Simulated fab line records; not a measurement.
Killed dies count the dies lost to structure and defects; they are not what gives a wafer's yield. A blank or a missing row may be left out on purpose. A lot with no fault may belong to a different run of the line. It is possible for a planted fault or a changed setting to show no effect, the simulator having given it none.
Chamber matching | flow n5 finfet | N5_HKMG_FIN_ETCH_86 on rie diel-06 has 4 sister chambers
The step etches SOC in N2/H2, stops on TiN, target depth 393.2 nm. 4 wafers are shown with their chamber, then 8 later ones without.

EACH WAFER AND ITS CHAMBER
wafer  | chamber | drypump motor current A (A)
L086.2 | 0       | 5.8
L086.3 | 3       | 5.8
L092.5 | 2       | 5.1
L093.1 | 1       | 5.9

WAFERS MISSING THEIR CHAMBER
wafer  | drypump motor current A (A)
L093.4 | 5.8
L093.6 | 5.1
L096.3 | 5.8
L096.4 | 5.1
L096.5 | 5.7
L097.2 | 5.8
L097.3 | 5.9
L097.4 | 5.1

CHAMBER TAKEN BY EACH
wafer  | from the rows above     | in truth
L093.4 | can't be placed: 0 or 3 | 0
L093.6 | 2                       | 2
L096.3 | can't be placed: 0 or 3 | 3
L096.4 | 2                       | 2
L096.5 | can't be placed: 0 or 3 | 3
L097.2 | can't be placed: 0 or 3 | 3
L097.3 | 1                       | 1
L097.4 | 2                       | 2
Placed correctly: 4 of 8. Unplaceable from these rows: 4, with the true chamber sitting among the candidates in 4. Placed wrongly: 0.
How it was worked out, from the rows above alone: a wafer's distance from a chamber is the root of the sum, over the readings, of the square of ((its reading less the chamber's mean) divided by the reading's scatter). If the next closest chamber is less than 2 further off than the closest, the wafer can't be placed; otherwise it belongs to the closest. The mean given for a chamber averages the wafers shown for that chamber. The scatter: with one shown wafer a chamber, the root of the mean of the squares of how far each hidden wafer lies from its nearest shown one.
